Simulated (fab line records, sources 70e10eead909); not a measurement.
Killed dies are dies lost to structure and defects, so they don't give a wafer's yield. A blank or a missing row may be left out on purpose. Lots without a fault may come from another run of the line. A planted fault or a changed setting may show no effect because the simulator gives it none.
Chamber matching | flow nand_harc | NHARC_P_BONDPAD_CMP_32 on cmp-02: 4 sister chambers
The step polishes SiCN, target thk 200 nm. 8 wafers are shown with their chamber, then 9 later ones without.

WAFERS WITH THEIR CHAMBER
wafer  | chamber | motor_current_A (A) | slurry_filter_dp_kPa (kPa)
L075.1 | 0       | 10.7                | 13.78
L086.1 | 0       | 11.2                | 13.51
L087.1 | 3       | 12.1                | 13.45
L089.1 | 1       | 11.0                | 13.78
L089.6 | 3       | 12.0                | 13.48
L088.3 | 1       | 11.2                | 13.61
L088.4 | 2       | 12.9                | 13.58
L088.6 | 2       | 13.1                | 13.37

WAFERS WITHOUT THEIR CHAMBER
wafer  | motor_current_A (A) | slurry_filter_dp_kPa (kPa)
L091.1 | 11.7                | 13.64
L091.2 | 10.7                | 13.60
L091.6 | 10.6                | 13.34
L093.1 | 11.4                | 13.44
L093.5 | 12.6                | 13.77
L093.6 | 11.9                | 13.55
L095.1 | 10.9                | 13.37
L095.3 | 11.6                | 13.71
L095.5 | 12.9                | 13.51

WHICH CHAMBER EACH WENT THROUGH
wafer  | from the rows above          | in truth
L091.1 | can't be placed: 3 or 1 or 0 | 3
L091.2 | can't be placed: 0 or 1      | 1
L091.6 | can't be placed: 0 or 1      | 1
L093.1 | can't be placed: 1 or 0 or 3 | 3
L093.5 | can't be placed: 2 or 3      | 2
L093.6 | 3                            | 3
L095.1 | can't be placed: 0 or 1      | 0
L095.3 | can't be placed: 1 or 3 or 0 | 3
L095.5 | 2                            | 2
Placed correctly: 2 of 9. Can't be placed from these rows: 7 (the true chamber is among the candidates in 7). Placed wrongly: 0.
How it was worked out, from the rows above alone: a wafer's distance from a chamber is the root of the sum, over the readings, of the square of ((its reading less the chamber's mean) divided by the reading's scatter). The wafer belongs to the nearest chamber; if the next one is less than 2 further off, it can't be placed. A chamber's mean is the mean of its shown wafers. The scatter: the root of (the sum of the squares of (reading less its chamber's mean) over the shown wafers, divided by (wafers less chambers)).
